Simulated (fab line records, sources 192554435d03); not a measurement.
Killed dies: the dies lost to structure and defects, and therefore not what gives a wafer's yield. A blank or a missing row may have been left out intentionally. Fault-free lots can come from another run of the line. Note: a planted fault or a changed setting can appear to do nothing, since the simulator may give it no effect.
Struck lot and sound lot, side by side    flow n5 finfet    42 out of 1938 route steps
Sound: these wafers, L549.1, L549.2, L549.4. Struck: wafer L543.1 (left out: L543.4, L543.5 of the same lot, which were not struck); the cause appears at the end.
Order at every step that has rows: each side's tool, ch and its chambers, its first start. Under that, the readings that differ: sound wafers    struck wafers    difference of the means    sigmas: that difference in standard deviations of wafers without a fault.
alike: a reading whose means differ by less than 2 such deviations, as well as words and numbers matching on both sides. not compared: withheld readings; readings where some wafer has no value; bounds like >300 that might hide an equal value; numbers whose values overlap and for which the record gives no deviation.
A row with sigmas, a row that says differs or no value, or rows on one side alone: a step with any of these is where the two part. Non-overlapping numbers with no deviation appear without sigmas and do not part them. A reading that every wafer of one side lacks parts them only if that side has two wafers or more.

first, 5 steps without rows for these wafers: N5_GATE_CUT_ETCHBACK_00 (etches W in SF6/Cl2); N5_GATE_CUT_ETCH_56 (etches TiN in Cl2/Ar, target depth 21.6 nm); N5_GATE_CUT_ETCHBACK_30 (etches TiN in Cl2/Ar, target depth 3 nm); N5_GATE_CUT_VAPOR_ETCH_60 (etches HfO2 in BCl3/Cl2); N5_GATE_CUT_ETCH_58 (etches SiNx in CH3F/O2, target depth 17 nm, time 128.6 s).
N5_GATE_CUT_STRIP_59: strips in N2/H2, time 20 s.
  sound on rie diel-05 ch 0,1,2, day 7 11:42; struck on rie diel-04 ch 0, day 5 19:54
reading                 sound      struck  difference  sigmas
rf hours counter h (h)  101 1 100  135     +68         
  alike: drypump motor current A, h2 flow sccm, oes product au, rf vpp V, showerhead plenum p Torr, throttle valve pct
then, 5 steps without rows for these wafers: N5_GATE_CUT_PRECLEAN_31 (cleans in DIW, time 300 s); N5_GATE_CUT_SRD_32 (time 30 s); N5_GATE_CUT_SAC_CAP_01 (material SiNx, target thk 24 nm, pulse time 1 s, ald cycles 480); N5_GATE_CUT_PECVD_57 (deposits SiNx from SiH4/NH3/N2, target thk 21 nm); N5_GATE_CUT_CMP_02 (polishes, stops on SiO2, t overpolish 12.7 s, target thk 0 nm).
N5_GATE_CUT_HM_DEP_46: deposits SiO2 from TEOS/O2, target thk 130 nm, time 26.6 s.
  sound on pecvd-02 ch 1,2, day 7 14:31; struck on pecvd-04 ch 2, day 6 00:19
reading                                       sound            struck  difference  sigmas
model.SiO2_of_GATE_CUT_HM_DEP_46.thk nm (nm)  129.4 129 132.2  132.6   +2.4        
  alike: chamber pressure Torr, heater power w, showerhead plenum p Torr, throttle valve pct
then, 9 steps without rows for these wafers: N5_GATE_CUT_COAT_34 (time 60 s, resist thk 60 nm); N5_GATE_CUT_COAT_35 (time 60 s, resist thk 10 nm); N5_GATE_CUT_COAT_27 (time 60 s, resist thk 10 nm); N5_GATE_CUT_COAT_07 (resist thk 30 nm); N5_GATE_CUT_EBR_09; N5_GATE_CUT_SOFTBAKE_08 (time 60 s); N5_GATE_CUT_EXPOSE_10 (exposes mask GATE CUT, target cd 20 nm); N5_GATE_CUT_PEB_11 (peb time 60 s); N5_GATE_CUT_DEVELOP_12 (develop time 30 s).
N5_GATE_CUT_CD_MEAS_13: the cd target is 20 nm.
  sound on cd sem-02 ch 0, day 7 14:59; struck on cd sem-01 ch 0, day 6 00:40
  alike: cd nm
N5_GATE_CUT_OVL_MEAS_14:
  sound on overlay-02 ch 0, day 7 15:01; struck on overlay-01 ch 0, day 6 00:41
reading            sound        struck  difference  sigmas
GATE_CUT_OVL (nm)  1.2 1.7 0.7  -0.9    -2.1        -2
N5_GATE_CUT_INSPECT_15: inspects for defects (brightfield).
  sound on defect inspect-01, day 7 15:05; struck on defect inspect-01, day 6 00:44
  alike: raw defect count
N5_GATE_CUT_DESCUM_18: chemistry O2, time 7 s.
  sound on rie diel-04 ch 0,2,3, day 7 15:17; struck on rie diel-05 ch 3, day 6 01:16
  alike: drypump motor current A, oes product au, rf vpp V, showerhead plenum p Torr, throttle valve pct
  not compared: rf hours counter h
then, 1 step without rows for these wafers: N5_GATE_CUT_ETCH_28 (etches underlayer in N2/H2, target depth 13 nm, time 10.4 s).
N5_GATE_CUT_ETCH_36: etches SiARC in CF4, target depth 13 nm, time 21.7 s.
  sound on rie diel-04 ch 0,2,3, day 7 15:20; struck on rie diel-05 ch 3, day 6 01:19
  alike: bias w, drypump motor current A, etch rf on time s, oes product au, rf vpp V, showerhead plenum p Torr, throttle valve pct
  not compared: rf hours counter h
then, 3 steps without rows for these wafers: N5_GATE_CUT_ETCH_37 (etches SOC in N2/H2, target depth 60 nm, overetch 12 nm, time 90 s); N5_GATE_CUT_STRIP_38 (strips in N2/H2); N5_GATE_CUT_STRIP_39 (strips in N2/H2).
N5_GATE_CUT_HM_OPEN_40: chemistry C4F6/O2, target SiO2, target depth 139 nm, time 85.1 s.
  sound on rie diel-04 ch 0,2,3, day 7 15:26; struck on rie diel-05 ch 3, day 6 01:26
reading                   sound              struck  difference  sigmas
model.etch.depth nm (nm)  129.4 128.9 132.3  132.7   +2.5        
  alike: bias w, drypump motor current A, etch rf on time s, oes_o_777_au, oes product au, rf vpp V, showerhead plenum p Torr, throttle valve pct
  not compared: rf hours counter h, model.SOC_of_GATE_CUT_COAT_34.thk nm
then, 1 step without rows for these wafers: N5_GATE_CUT_STRIP_41 (strips in CF4).
N5_GATE_CUT_STRIP_42: strips in O2.
  sound on rie diel-04 ch 0,2,3, day 7 15:32; struck on rie diel-05 ch 3, day 6 01:31
  alike: drypump motor current A, oes product au, rf vpp V, showerhead plenum p Torr, throttle valve pct
  not compared: rf hours counter h
then, 7 steps without rows for these wafers: N5_GATE_CUT_ETCH_19 (etches SiNx in CH3F/O2, target depth 53.7 nm, time 76.7 s); N5_GATE_CUT_CUT_ETCH_53 (etches W in SF6/Cl2, target depth 79.2 nm); N5_GATE_CUT_CUT_ETCH_54 (etches TiN in Cl2/BCl3, target depth 96.7 nm); N5_GATE_CUT_CUT_ETCH_55 (etches HfO2 in BCl3, target depth 3.2 nm); N5_GATE_CUT_ETCH_47 (etches SiO2 in Cl2/BCl3, target depth 10 nm); N5_GATE_CUT_VAPOR_ETCH_48 (etches TiN in BCl3/Cl2); N5_GATE_CUT_VAPOR_ETCH_49 (etches TiAlC in BCl3/Cl2).
N5_GATE_CUT_VAPOR_ETCH_51: etches HfO2 in BCl3/Cl2.
  sound on rie metal-02 ch 0,1, day 7 15:55; struck on rie metal-02 ch 0, day 6 02:08
  alike: drypump motor current A, he backside leak sccm, oes product au
N5_GATE_CUT_CMP_23: polishes, stops on SiO2, t overpolish 23.4 s, target thk 16 nm.
  sound on cmp-01 ch 0,1,2, day 7 17:37; struck on cmp-01 ch 0, day 6 03:54
reading                                       sound              struck  difference  sigmas
model.SiO2_of_GATE_CUT_HM_DEP_46.thk nm (nm)  103.8 103.2 106.6  107.2   +2.7        
  alike: motor current A, overpolish run s, pad life wafers, slurry flow ml min, time to endpoint s

## WHERE THEY PART
N5_GATE_CUT_OVL_MEAS_14 only, going by this record. Later steps at which nothing parts them and some readings are alike: N5_GATE_CUT_INSPECT_15, N5_GATE_CUT_DESCUM_18, N5_GATE_CUT_ETCH_36, N5_GATE_CUT_HM_OPEN_40, N5_GATE_CUT_STRIP_42, N5_GATE_CUT_VAPOR_ETCH_51, N5_GATE_CUT_CMP_23.

WHY: what had been put in by the simulator
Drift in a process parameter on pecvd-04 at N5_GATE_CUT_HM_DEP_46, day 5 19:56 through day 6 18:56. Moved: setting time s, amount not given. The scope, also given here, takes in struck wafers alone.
